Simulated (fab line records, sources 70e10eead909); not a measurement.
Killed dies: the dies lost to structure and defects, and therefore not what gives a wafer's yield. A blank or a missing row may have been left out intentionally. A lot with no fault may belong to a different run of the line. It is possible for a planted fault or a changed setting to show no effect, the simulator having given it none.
A sampling plan put to the test -- flow nand-harc -- each of the 41 faults these records tell of, on one fab line, judged from the records of the lots it struck
What counts as the plan is the set of the line's own looks, namely the steps on the route at which a gauge or an inspection reads a wafer and does not change it. A look is open to judgement when struck wafers have a number at it and the file gives its usual mean and standard deviation on fault-free wafers. Caught: at a look after the fault's first step, the mean of the struck wafers lies 4 or more of those standard deviations (sigma) from the usual mean. On the tool: here the same test is run on the tool's own readings at the fault's steps. Caught also covers a different recipe on the struck wafers, or a record left blank for those wafers only.

THE FAULTS, as the simulator had put them in
1. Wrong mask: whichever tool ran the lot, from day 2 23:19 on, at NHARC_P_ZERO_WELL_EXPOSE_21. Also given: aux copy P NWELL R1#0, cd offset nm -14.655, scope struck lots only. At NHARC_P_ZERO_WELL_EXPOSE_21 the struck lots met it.
2. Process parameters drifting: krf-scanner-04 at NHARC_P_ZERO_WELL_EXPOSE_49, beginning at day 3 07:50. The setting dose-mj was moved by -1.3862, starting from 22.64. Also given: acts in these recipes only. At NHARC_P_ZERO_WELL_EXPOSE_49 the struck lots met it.
3. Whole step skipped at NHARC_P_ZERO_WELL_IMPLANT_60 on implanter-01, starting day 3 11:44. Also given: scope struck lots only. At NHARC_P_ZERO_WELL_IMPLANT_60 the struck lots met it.
4. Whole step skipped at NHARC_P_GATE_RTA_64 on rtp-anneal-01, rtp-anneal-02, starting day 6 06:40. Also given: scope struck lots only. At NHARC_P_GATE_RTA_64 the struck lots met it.
5. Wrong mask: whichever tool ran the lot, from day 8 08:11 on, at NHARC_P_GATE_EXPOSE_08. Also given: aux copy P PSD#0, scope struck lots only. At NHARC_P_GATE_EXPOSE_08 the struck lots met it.
6. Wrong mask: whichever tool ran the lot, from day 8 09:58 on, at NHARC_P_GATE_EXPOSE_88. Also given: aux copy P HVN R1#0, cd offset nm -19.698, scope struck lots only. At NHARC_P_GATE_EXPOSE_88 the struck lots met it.
7. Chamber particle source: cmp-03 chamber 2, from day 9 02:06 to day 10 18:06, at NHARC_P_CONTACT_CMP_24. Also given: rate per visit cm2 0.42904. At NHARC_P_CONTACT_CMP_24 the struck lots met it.
8. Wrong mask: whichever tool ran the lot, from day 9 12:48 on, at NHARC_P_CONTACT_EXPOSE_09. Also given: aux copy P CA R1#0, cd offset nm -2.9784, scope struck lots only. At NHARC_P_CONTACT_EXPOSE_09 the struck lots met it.
9. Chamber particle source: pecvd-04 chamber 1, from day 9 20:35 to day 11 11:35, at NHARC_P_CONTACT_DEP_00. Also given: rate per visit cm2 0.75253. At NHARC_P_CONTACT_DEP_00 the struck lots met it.
10. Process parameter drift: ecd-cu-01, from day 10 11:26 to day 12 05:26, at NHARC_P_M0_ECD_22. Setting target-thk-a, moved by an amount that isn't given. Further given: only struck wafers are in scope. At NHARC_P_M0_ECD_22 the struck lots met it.
11. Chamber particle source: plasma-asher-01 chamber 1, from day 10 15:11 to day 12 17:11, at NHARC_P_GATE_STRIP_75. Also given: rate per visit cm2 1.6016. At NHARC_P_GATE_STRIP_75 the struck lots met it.
12. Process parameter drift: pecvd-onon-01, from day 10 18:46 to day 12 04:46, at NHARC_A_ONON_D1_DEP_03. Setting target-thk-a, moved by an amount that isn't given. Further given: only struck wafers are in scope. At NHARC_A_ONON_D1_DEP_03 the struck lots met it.
13. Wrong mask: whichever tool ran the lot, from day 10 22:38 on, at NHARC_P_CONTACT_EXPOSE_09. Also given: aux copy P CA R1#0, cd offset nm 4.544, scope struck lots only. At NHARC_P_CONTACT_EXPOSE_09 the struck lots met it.
14. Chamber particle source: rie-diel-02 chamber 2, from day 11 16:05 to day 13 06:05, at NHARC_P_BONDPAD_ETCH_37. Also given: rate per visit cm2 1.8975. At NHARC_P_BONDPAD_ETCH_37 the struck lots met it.
15. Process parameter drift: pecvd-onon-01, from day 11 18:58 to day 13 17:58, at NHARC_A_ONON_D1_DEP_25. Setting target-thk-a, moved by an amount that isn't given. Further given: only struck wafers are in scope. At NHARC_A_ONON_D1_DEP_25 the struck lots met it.
16. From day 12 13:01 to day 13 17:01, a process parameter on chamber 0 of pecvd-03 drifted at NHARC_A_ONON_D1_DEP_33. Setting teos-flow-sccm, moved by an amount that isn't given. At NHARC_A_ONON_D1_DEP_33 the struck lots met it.
17. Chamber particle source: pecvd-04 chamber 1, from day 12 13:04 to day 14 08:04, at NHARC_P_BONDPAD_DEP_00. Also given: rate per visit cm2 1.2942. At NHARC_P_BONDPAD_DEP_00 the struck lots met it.
18. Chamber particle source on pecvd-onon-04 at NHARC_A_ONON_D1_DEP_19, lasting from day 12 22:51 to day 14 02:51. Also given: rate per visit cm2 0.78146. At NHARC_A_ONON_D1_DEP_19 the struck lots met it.
19. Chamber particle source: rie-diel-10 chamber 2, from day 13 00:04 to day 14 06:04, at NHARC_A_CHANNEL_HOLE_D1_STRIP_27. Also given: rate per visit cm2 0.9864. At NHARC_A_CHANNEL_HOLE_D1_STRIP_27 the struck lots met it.
20. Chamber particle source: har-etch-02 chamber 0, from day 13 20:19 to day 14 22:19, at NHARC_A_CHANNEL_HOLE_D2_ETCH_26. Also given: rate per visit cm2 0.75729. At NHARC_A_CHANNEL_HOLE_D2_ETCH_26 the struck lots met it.
21. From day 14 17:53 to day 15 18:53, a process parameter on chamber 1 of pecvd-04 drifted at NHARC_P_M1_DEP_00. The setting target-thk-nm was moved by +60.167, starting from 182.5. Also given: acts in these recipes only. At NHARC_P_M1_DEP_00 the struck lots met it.
22. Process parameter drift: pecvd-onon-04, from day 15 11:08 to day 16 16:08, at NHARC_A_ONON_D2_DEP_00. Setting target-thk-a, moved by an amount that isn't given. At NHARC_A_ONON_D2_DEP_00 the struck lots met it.
23. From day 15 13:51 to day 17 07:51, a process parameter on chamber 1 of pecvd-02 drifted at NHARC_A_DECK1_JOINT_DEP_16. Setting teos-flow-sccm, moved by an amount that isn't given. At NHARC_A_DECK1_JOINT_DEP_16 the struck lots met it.
24. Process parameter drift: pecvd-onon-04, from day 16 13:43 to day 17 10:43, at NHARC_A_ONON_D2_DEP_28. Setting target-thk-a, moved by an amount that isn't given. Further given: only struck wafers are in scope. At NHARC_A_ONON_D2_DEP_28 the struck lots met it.
25. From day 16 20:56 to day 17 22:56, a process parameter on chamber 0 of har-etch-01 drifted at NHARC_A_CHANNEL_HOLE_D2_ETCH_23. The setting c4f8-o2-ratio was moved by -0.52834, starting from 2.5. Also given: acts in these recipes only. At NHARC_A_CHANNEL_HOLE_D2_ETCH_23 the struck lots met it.
26. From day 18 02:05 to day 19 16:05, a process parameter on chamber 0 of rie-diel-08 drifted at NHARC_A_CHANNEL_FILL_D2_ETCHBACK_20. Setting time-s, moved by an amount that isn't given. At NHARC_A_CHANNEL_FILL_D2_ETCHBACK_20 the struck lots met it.
27. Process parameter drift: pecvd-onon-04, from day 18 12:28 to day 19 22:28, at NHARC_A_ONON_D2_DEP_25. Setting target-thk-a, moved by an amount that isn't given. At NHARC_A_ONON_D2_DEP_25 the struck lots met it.
28. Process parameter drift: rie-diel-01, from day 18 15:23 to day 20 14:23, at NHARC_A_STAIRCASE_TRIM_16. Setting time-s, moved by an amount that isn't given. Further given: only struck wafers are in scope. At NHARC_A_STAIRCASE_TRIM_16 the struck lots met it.
29. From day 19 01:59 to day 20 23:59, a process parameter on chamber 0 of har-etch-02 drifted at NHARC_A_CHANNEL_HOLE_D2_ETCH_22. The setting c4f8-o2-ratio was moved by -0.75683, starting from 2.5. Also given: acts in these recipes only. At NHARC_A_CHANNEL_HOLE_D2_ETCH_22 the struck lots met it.
30. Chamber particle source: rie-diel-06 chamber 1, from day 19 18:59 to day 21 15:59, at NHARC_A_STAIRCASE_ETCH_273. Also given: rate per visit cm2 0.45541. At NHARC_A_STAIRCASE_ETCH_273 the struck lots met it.
31. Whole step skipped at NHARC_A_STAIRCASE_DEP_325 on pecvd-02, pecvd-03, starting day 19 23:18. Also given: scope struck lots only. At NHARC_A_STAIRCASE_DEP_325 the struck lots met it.
32. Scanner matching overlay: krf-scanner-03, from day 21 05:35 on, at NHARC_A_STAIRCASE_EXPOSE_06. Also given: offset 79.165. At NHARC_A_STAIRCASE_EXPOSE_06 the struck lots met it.
33. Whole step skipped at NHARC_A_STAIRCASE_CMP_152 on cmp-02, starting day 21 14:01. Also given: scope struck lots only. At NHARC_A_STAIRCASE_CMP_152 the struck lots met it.
34. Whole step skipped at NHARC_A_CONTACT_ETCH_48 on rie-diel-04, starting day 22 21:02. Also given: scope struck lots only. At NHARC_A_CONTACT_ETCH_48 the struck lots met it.
35. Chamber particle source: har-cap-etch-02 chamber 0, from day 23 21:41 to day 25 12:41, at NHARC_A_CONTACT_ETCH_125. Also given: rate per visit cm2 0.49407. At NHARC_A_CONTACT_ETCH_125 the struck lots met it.
36. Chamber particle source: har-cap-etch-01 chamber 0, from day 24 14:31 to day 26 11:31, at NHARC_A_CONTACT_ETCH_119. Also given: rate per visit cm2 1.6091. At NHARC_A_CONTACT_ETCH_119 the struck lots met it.
37. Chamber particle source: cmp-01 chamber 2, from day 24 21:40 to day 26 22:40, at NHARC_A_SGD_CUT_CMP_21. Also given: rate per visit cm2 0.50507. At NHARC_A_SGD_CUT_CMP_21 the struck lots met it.
38. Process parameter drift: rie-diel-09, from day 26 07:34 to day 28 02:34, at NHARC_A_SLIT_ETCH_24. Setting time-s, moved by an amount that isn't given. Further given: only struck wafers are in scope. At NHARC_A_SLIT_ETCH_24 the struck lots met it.
39. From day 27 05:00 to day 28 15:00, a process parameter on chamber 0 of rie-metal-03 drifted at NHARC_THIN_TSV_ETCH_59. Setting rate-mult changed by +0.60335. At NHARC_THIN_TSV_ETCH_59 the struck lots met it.
40. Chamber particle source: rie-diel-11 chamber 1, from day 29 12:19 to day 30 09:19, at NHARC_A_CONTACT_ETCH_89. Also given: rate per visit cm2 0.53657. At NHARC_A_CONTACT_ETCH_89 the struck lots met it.
41. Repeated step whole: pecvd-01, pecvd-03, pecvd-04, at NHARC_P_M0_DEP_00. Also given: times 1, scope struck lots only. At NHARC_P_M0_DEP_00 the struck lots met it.

WHAT THE PLAN SAW
fault,on the tool itself,first look that catches it,"reading, sigma",median hours from its first step to that look,hours from the fault's start to the first struck lot there,judged looks passed uncaught
1,no reading that can be judged,NHARC_P_ZERO_WELL_CD_MEAS_24,cd-nm -5.9,0.1,5,0
2,exposure-dose-mJ-cm2 -62 sigma,NHARC_P_ZERO_WELL_CD_MEAS_52,cd-nm -4.8,0.2,20,0
3,the tool's record is blank for the struck wafers,NHARC_END_SORT_01,killed-at-periphery +99 or beyond,528.4,532,0
4,the tool's record is blank for the struck wafers,NHARC_END_SORT_01,killed-at-periphery +99 or beyond,454.2,459,0
5,under 2 sigma,NHARC_END_SORT_01,killed-at-periphery +99 or beyond,477.2,476,0
6,no reading that can be judged,NHARC_P_GATE_CD_MEAS_91,cd-nm -8.7,0.2,3,0
7,under 2 sigma,NHARC_P_M0_INSPECT_11,raw-defect-count +99 or beyond,1.4,40,0
8,under 2 sigma,not the one look that can be judged after it,"strongest: cd-nm at NHARC_P_CONTACT_CD_MEAS_12, -2.6",-,-,1
9,under 2 sigma,NHARC_END_SORT_01,killed-at-periphery +28,443.7,441,1
10,no reading that can be judged,none of the 2 looks that can be judged after it,"strongest: sort_bin_4_pct at NHARC_END_SORT_01, -2.3",-,-,2
11,under 2 sigma,NHARC_P_GATE_INSPECT_68,raw-defect-count +11,6.0,9,1
12,no reading that can be judged,NHARC_A_ONON_D1_THK_MEAS_05,thk-nm +54,0.5,5,0
13,no reading that can be judged,NHARC_P_CONTACT_CD_MEAS_12,cd-nm +4.9,0.1,3,0
14,under 2 sigma,NHARC_END_SORT_01,killed-at-periphery +36,424.2,425,2
15,under 2 sigma,NHARC_A_ONON_D1_THK_MEAS_27,thk-nm -25,0.4,9,0
16,mfc-precursor-sccm -25 sigma,NHARC_A_ONON_D1_THK_MEAS_34,thk-nm -5.8,0.4,16,0
17,under 2 sigma,NHARC_END_SORT_01,killed-at-periphery +30,440.4,460,0
18,under 2 sigma,NHARC_END_SORT_01,killed-at-array +7.0,387.8,393,1
19,under 2 sigma,NHARC_A_CHANNEL_HOLE_D1_INSPECT_40,raw-defect-count +21,0.9,8,0
20,under 2 sigma,NHARC_A_CHANNEL_HOLE_D2_INSPECT_40,raw-defect-count +4.9,1.9,10,1
21,no reading that can be judged,NHARC_END_SORT_01,killed-at-periphery +99 or beyond,431.1,433,0
22,no reading that can be judged,NHARC_A_ONON_D2_THK_MEAS_02,thk-nm -62,0.5,8,0
23,mfc-precursor-sccm -80 sigma,NHARC_A_DECK1_JOINT_THK_MEAS_17,thk-nm -8.7,0.2,31,0
24,under 2 sigma,NHARC_A_ONON_D2_THK_MEAS_30,thk-nm +7.1,0.5,0,0
25,under 2 sigma,no look after it can be judged,-,-,-,0
26,run-length-s -19 sigma,NHARC_END_SORT_01,killed-at-array +51,236.9,243,0
27,no reading that can be judged,NHARC_A_ONON_D2_THK_MEAS_27,thk-nm -6.6,0.4,9,0
28,run-length-s +99 or beyond sigma,NHARC_END_SORT_01,killed-at-array +39,204.9,228,0
29,under 2 sigma,no look after it can be judged,-,-,-,0
30,under 2 sigma,NHARC_END_SORT_01,killed-at-array +5.6,187.8,203,0
31,the tool's record is blank for the struck wafers,NHARC_END_SORT_01,killed-at-array +51,145.6,146,0
32,no reading that can be judged,not the one look that can be judged after it,-,-,-,1
33,the tool's record is blank for the struck wafers,NHARC_END_SORT_01,killed-at-array +51,128.4,129,1
34,the tool's record is blank for the struck wafers,NHARC_END_SORT_01,killed-at-array +51,71.6,76,0
35,no reading that can be judged,NHARC_END_SORT_01,killed-at-array +7.0,57.9,73,1
36,no reading that can be judged,NHARC_END_SORT_01,killed-at-array +4.8,66.0,73,0
37,under 2 sigma,NHARC_A_SGD_CUT_INSPECT_25,raw-defect-count +4.2,0.6,9,0
38,run-length-s -35 sigma,NHARC_END_SORT_01,killed-at-array +51,111.4,131,0
39,oes-product-au +26 sigma,NHARC_THIN_TSV_CD_MEAS_37,cd-nm -4.4,1.1,16,0
40,under 2 sigma,NHARC_END_SORT_01,killed-at-array +5.7,52.1,70,2
41,no reading that can be judged,NHARC_END_SORT_01,killed-at-periphery +99 or beyond,436.1,-,1
A dash: this means the fault isn't caught or the number doesn't appear in these records.

Caught at a look: 36 of 41. Caught on the tool: 12 of 41. By one or the other: 36 of 41.
Caught at a look alone: faults 1, 5, 6, 7, 9, 11, 12, 13, 14, 15, 17, 18, 19, 20, 21, 22, 24, 27, 30, 35, 36, 37, 40, 41.
Caught by neither: faults 8, 10, 25, 29, 32.

THINNER SAMPLING
Were the look that catches a fault to measure just every second or every third lot (counted by lot number), the first struck lot would, at worst, be measured this late:
fault,"struck lots at that look, in order of time",every lot,every second lot,every third lot
1,L202,5 h,may miss it,may miss it
2,"L881, L882, L887",20 h,32 h,may miss all 3
3,"L297, L296",532 h,541 h,may miss all 2
4,"L474, L476",459 h,may miss all 2,may miss all 2
5,L467,476 h,may miss it,may miss it
6,L138,3 h,may miss it,may miss it
7,L410,40 h,may miss it,may miss it
9,"L759, L762",441 h,468 h,may miss all 2
11,"L187, L190",9 h,47 h,may miss all 2
12,"L761, L762",5 h,22 h,may miss all 2
13,L231,3 h,may miss it,may miss it
14,"L466, L468",425 h,may miss all 2,may miss all 2
15,"L908, L910, L912",9 h,may miss all 3,41 h
16,L234,16 h,may miss it,may miss it
17,L378,460 h,may miss it,may miss it
18,"L798, L797",393 h,393 h,may miss all 2
19,L811,8 h,may miss it,may miss it
20,"L104, L105",10 h,26 h,may miss all 2
21,"L983, L984",433 h,443 h,may miss all 2
22,"L411, L412",8 h,15 h,may miss all 2
23,L337,31 h,may miss it,may miss it
24,"L820, L819, L821",0 h,1 h,20 h
26,"L659, L662",243 h,273 h,may miss all 2
27,"L214, L215",9 h,23 h,may miss all 2
28,"L488, L490",228 h,may miss all 2,may miss all 2
30,"L751, L752",203 h,218 h,may miss all 2
31,"L393, L396, L395",146 h,167 h,may miss all 3
33,"L583, L585",129 h,may miss all 2,may miss all 2
34,"L279, L282",76 h,98 h,may miss all 2
35,"L576, L577",73 h,91 h,may miss all 2
36,"L789, L790",73 h,85 h,may miss all 2
37,L538,9 h,may miss it,may miss it
38,"L712, L714",131 h,may miss all 2,may miss all 2
39,"L506, L507",16 h,29 h,may miss all 2
40,L771,70 h,may miss it,may miss it
Hours are from the fault's start to the first struck lot that is measured. The test against the limit of 4 sigma pooled every struck wafer, which means one lot taken alone may stay below that limit. Other struck lots may not be in these records.

THE LONGEST TIMED WAY FROM STEP TO LOOK
Fault 3: median gap of 528.4 hours between NHARC_P_ZERO_WELL_IMPLANT_60 and NHARC_END_SORT_01. No look between them can be judged.
